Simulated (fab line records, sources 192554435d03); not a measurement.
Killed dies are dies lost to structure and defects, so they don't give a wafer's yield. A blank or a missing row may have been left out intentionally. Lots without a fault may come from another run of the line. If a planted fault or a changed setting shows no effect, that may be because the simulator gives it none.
fab line records    flow n5_finfet
record: lots: 14  wafers: 41  last_day: 17
route steps=1938 shown BEOL_M10@1521 BEOL_M11@1547
lots that met no fault: taken from a fault-free run of the same line
start_h: start of the lot's first displayed wafer, in hours after the record's first day    wait_h: hours since the lot's step before    " repeats the value in the row above    L1.1+2: a row that stands for several wafers    - value missing, or start not given    * or withheld: withheld    < > ~ a bound
route shown NAME@n: names a module that has steps shown in the file, with the first one's number in the route    usual: mean/standard deviation taken from wafers without a fault    same: alike in all rows    chamber/n: place in a boat    sites: each site's reading    _std_site: the values' standard deviation    _edge_site: outer sites' mean less inner sites'    radius_mm: how far each site lies from the wafer's centre    mask NAME#n: copy n    behind: the tool/chamber that last shaped the wafer    hold: reason for holding the lot/hours on hold/outcome of the hold    device: which transistor (n, p or np) failed to switch    end of line: tests of these same wafers at the route's end    step lacking rows: just its recipe    killed: dies lost to structure and defects at the first sort, not the wafer's yield    map: dies across one wafer; x = killed, . = not, _ = none there
set.NAME: the setting that was run; set.NAME@STEP: the one run at that earlier step    model.NAME: the simulator's own value behind a step, which no gauge read
the route's steps for a sample of lots (tables are steps, rows are wafers)
services: from which hour (start_h, from the record's first day; less than 0 if before it) a tool's chamber was out of use, for how many hours, and why
== steps ==
step: N5_BEOL_M10_CURE_72
recipe: temp_c: 370  time_s: 120  ambient: DMADMS/He  material: SiCOH_lowk
usual: lamp_power_pct: 52.32/0.052  wafer_temp_C_max: 371.8/0.43
lot.wafer  tool        chamber  start_h  wait_h  lamp_power_pct  wafer_temp_C_max
L289.1     uv_cure-01  1        217.17   0.0     52.23           372.6
L289.6     "           1        "        "       52.23           372.0
L290.1     uv_cure-01  0        220.82   0.0     52.43           371.7
L290.4     "           0        "        "       52.39           371.6
L290.6     "           0        "        "       52.32           371.9
L291.2     uv_cure-02  0        228.85   0.1     52.32           371.7
L291.3     "           0        "        "       52.34           372.1
L291.4     "           0        "        "       52.26           371.4
L294.3     uv_cure-01  2        241.35   0.1     52.34           371.7
L294.4     "           2        "        "       52.33           371.2
L294.5     "           2        "        "       52.35           370.8
L293.1     uv_cure-01  1        244.26   0.0     52.36           371.9
L293.2     "           1        "        "       52.36           371.7
L293.3     "           1        "        "       52.30           372.0
L295.2     uv_cure-03  2        248.20   0.1     52.28           371.7
L295.3     "           2        "        "       52.26           372.1
L295.6     "           2        "        "       52.48           372.4
L296.2     uv_cure-03  0        251.53   0.1     52.33           371.4
L296.3     "           0        "        "       52.28           371.3
L296.4     "           0        "        "       52.21           371.6
L299.1     uv_cure-01  1        275.59   0.0     52.38           372.1
L299.2     "           1        "        "       52.33           371.9
L299.4     "           1        "        "       52.34           371.6
L301.1     uv_cure-02  2        289.85   0.0     52.32           371.6
L301.2     "           2        "        "       52.29           372.2
L301.4     "           2        "        "       52.32           372.2
L300.3     uv_cure-03  2        290.36   0.2     52.35           371.7
L300.4     "           2        "        "       52.32           372.0
L300.5     "           2        "        "       52.37           372.1
L306.3     uv_cure-03  2        310.90   0.1     52.34           372.0
L306.4     "           2        "        "       52.44           371.5
L306.5     "           2        "        "       52.21           371.5
L311.3     uv_cure-02  2        345.49   0.1     52.34           371.7
L311.5     "           2        "        "       52.37           371.6
L311.6     "           2        "        "       52.37           371.8
L310.1     uv_cure-02  0        346.28   0.0     52.28           371.7
L310.4     "           0        "        "       52.30           372.0
L310.6     "           0        "        "       52.32           371.5
L312.1     uv_cure-03  1        352.23   0.0     52.41           370.9
L312.2     "           1        "        "       52.35           371.2
L312.5     "           1        "        "       52.29           371.6
step: N5_BEOL_M10_THK_MEAS_53
recipe: thk_meas_gauge: xrf  reads: Cu_of_BEOL_M10_ECD_50
usual: M10_THK: 137.8/3
lot.wafer  tool           chamber  start_h  wait_h  M10_THK[nm]
L289.1     film_metro-01  -        219.77   -       139.2
L289.6     "              -        "        "       136.0
L290.1     film_metro-01  -        223.82   -       134.9
L290.4     "              -        "        "       132.2
L290.6     "              -        "        "       137.2
L291.2     film_metro-02  -        231.46   -       137.0
L291.3     "              -        "        "       140.8
L291.4     "              -        "        "       138.0
L294.3     film_metro-02  -        244.78   -       131.8
L294.4     "              -        "        "       133.6
L294.5     "              -        "        "       139.8
L293.1     film_metro-02  -        246.09   -       134.5
L293.2     "              -        "        "       134.0
L293.3     "              -        "        "       139.4
L295.2     film_metro-02  -        252.30   -       137.9
L295.3     "              -        "        "       139.6
L295.6     "              -        "        "       138.3
L296.2     film_metro-01  -        253.93   -       136.9
L296.3     "              -        "        "       132.9
L296.4     "              -        "        "       141.4
L299.1     film_metro-02  -        278.65   -       138.6
L299.2     "              -        "        "       139.7
L299.4     "              -        "        "       136.6
L301.1     film_metro-01  -        292.28   -       138.2
L301.2     "              -        "        "       134.4
L301.4     "              -        "        "       136.3
L300.3     film_metro-02  -        292.91   -       135.7
L300.4     "              -        "        "       142.6
L300.5     "              -        "        "       139.0
L306.3     film_metro-02  -        312.96   -       135.9
L306.4     "              -        "        "       137.5
L306.5     "              -        "        "       138.1
L311.3     film_metro-01  -        349.53   -       138.9
L311.5     "              -        "        "       138.9
L311.6     "              -        "        "       140.0
L310.1     film_metro-02  -        353.29   -       137.7
L310.4     "              -        "        "       138.8
L310.6     "              -        "        "       136.8
L312.1     film_metro-02  -        354.37   -       132.6
L312.2     "              -        "        "       139.3
L312.5     "              -        "        "       132.9
step: N5_BEOL_M10_RS_MEAS_57
recipe: thk_meas_gauge: four-point-probe  reads: Cu_of_BEOL_M10_ECD_50+Co_of_BEOL_M10_CVD_75+TaN_of_BEOL_M10_ALD_74
usual: M10_RS: 0.152/0.0037
lot.wafer  tool           chamber  start_h  wait_h  M10_RS[ohm/sq]
L289.1     film_metro-01  -        219.91   0.1     0.151
L289.6     "              -        "        "       0.155
L290.1     film_metro-01  -        224.09   0.1     0.156
L290.4     "              -        "        "       0.160
L290.6     "              -        "        "       0.153
L291.2     film_metro-01  -        231.59   0.1     0.153
L291.3     "              -        "        "       0.147
L291.4     "              -        "        "       0.151
L294.3     film_metro-02  -        244.92   0.1     0.160
L294.4     "              -        "        "       0.157
L294.5     "              -        "        "       0.149
L293.1     film_metro-02  -        246.23   0.1     0.155
L293.2     "              -        "        "       0.157
L293.3     "              -        "        "       0.150
L295.2     film_metro-01  -        252.43   0.1     0.151
L295.3     "              -        "        "       0.150
L295.6     "              -        "        "       0.151
L296.2     film_metro-02  -        254.07   0.1     0.155
L296.3     "              -        "        "       0.161
L296.4     "              -        "        "       0.149
L299.1     film_metro-02  -        278.78   0.1     0.150
L299.2     "              -        "        "       0.149
L299.4     "              -        "        "       0.152
L301.1     film_metro-01  -        292.45   0.1     0.152
L301.2     "              -        "        "       0.156
L301.4     "              -        "        "       0.154
L300.3     film_metro-02  -        293.08   0.1     0.155
L300.4     "              -        "        "       0.145
L300.5     "              -        "        "       0.149
L306.3     film_metro-02  -        313.10   0.1     0.153
L306.4     "              -        "        "       0.151
L306.5     "              -        "        "       0.150
L311.3     film_metro-01  -        349.68   0.1     0.153
L311.5     "              -        "        "       0.153
L311.6     "              -        "        "       0.151
L310.1     film_metro-01  -        353.44   0.1     0.153
L310.4     "              -        "        "       0.152
L310.6     "              -        "        "       0.153
L312.1     film_metro-01  -        354.50   0.1     0.157
L312.2     "              -        "        "       0.149
L312.5     "              -        "        "       0.157
step: N5_BEOL_M11_PEB_09
recipe: peb_temp_c: withheld  peb_time_s: 60  resist: CAR-ArF
usual: chill_plate_temp_C: 23.02/0.089  exhaust_pa: 44.9/0.94  resist_line_temp_C: 23.01/0.12
lot.wafer  tool            chamber  start_h  wait_h  chill_plate_temp_C  exhaust_pa  resist_line_temp_C
L289.1     litho_track-04  0        222.85   0.1     23.03               45.0        22.89
L289.6     "               0        "        "       22.94               44.7        23.11
L290.1     litho_track-03  0        225.52   0.1     23.06               45.1        22.97
L290.4     "               0        "        "       23.00               46.2        22.98
L290.6     "               0        "        "       23.02               45.1        23.03
L291.2     litho_track-03  0        233.55   0.0     22.92               45.6        23.04
L291.3     "               0        "        "       22.95               45.7        22.74
L291.4     "               0        "        "       22.98               44.4        22.89
L294.3     litho_track-04  0        246.31   0.0     22.81               45.1        22.93
L294.4     "               0        "        "       23.03               43.9        23.01
L294.5     "               0        "        "       23.01               44.8        23.07
L293.1     litho_track-03  0        248.48   0.1     22.97               45.3        22.98
L293.2     "               0        "        "       23.10               44.7        23.01
L293.3     "               0        "        "       23.00               45.6        23.09
L295.2     litho_track-04  0        255.25   0.0     22.90               43.7        22.93
L295.3     "               0        "        "       23.07               44.0        22.91
L295.6     "               0        "        "       22.96               43.5        23.02
L296.2     litho_track-03  0        256.20   0.0     23.15               45.4        22.91
L296.3     "               0        "        "       23.15               45.1        22.92
L296.4     "               0        "        "       22.96               43.9        23.00
L299.1     litho_track-04  -        281.58   0.1     -                   -           -
L299.2     "               -        "        "       -                   -           -
L299.4     "               -        "        "       -                   -           -
L301.1     litho_track-03  -        293.95   0.1     -                   -           -
L301.2     "               -        "        "       -                   -           -
L301.4     "               -        "        "       -                   -           -
L300.3     litho_track-03  0        294.94   0.0     23.17               45.3        22.98
L300.4     "               0        "        "       23.08               47.0        23.12
L300.5     "               0        "        "       23.11               45.9        22.88
L306.3     litho_track-03  0        315.06   0.0     23.03               45.9        22.83
L306.4     "               0        "        "       23.03               45.9        22.91
L306.5     "               0        "        "       23.03               45.0        23.05
L311.3     litho_track-03  0        352.23   0.0     23.10               44.1        22.97
L311.5     "               0        "        "       22.97               45.2        22.88
L311.6     "               0        "        "       23.02               44.2        22.80
L310.1     litho_track-01  0        354.62   0.1     23.10               44.6        23.02
L310.4     "               0        "        "       22.93               45.0        23.02
L310.6     "               0        "        "       23.14               43.5        22.97
L312.1     litho_track-04  0        357.41   0.1     23.13               44.3        23.28
L312.2     "               0        "        "       23.29               44.4        23.09
L312.5     "               0        "        "       23.15               44.7        23.19
== services ==
tool            chamber  start_h  hours  kind
litho_track-03  -        193.89   -      consumable_replace:filter
uv_cure-01      -        217.77   2.1    pm
uv_cure-02      -        221.96   3.4    pm
uv_cure-02      -        235.10   28.1   pm
uv_cure-01      -        249.88   0.8    repair
litho_track-04  -        267.16   -      consumable_replace:filter
uv_cure-01      -        277.81   1.0    repair
uv_cure-01      -        291.28   2.8    pm
uv_cure-03      -        296.03   1.0    repair
uv_cure-02      -        299.19   2.8    pm
uv_cure-03      -        331.00   0.5    repair
== key ==
first_sign: step: N5_BEOL_M11_PEB_09  reading: tool_record  direction: missing
effect none on later readings
met_at N5_BEOL_M11_PEB_09
struck_lots L299,L301
later_rows_left_out L299.1,L299.2,L299.4,L301.1,L301.2,L301.4
sort_left_out L299.1,L299.2,L299.4,L301.1,L301.2,L301.4
not_acting_at N5_BEOL_M10_CURE_72,N5_BEOL_M10_THK_MEAS_53,N5_BEOL_M10_RS_MEAS_57
onset_between 256.20 281.58
fault: kind: skipped_step_whole  tool: litho_track-03,litho_track-04  chamber: -  onset_h: 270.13  steps: N5_BEOL_M11_PEB_09  scope: struck_lots_only
sort_left_out: the simulated sort isn't trusted on such a fault, so these wafers' sort isn't shown, and their yield isn't known
later_rows_left_out: the simulator's readings of these wafers behind a module that went badly wrong aren't trusted and aren't shown, but for the sort
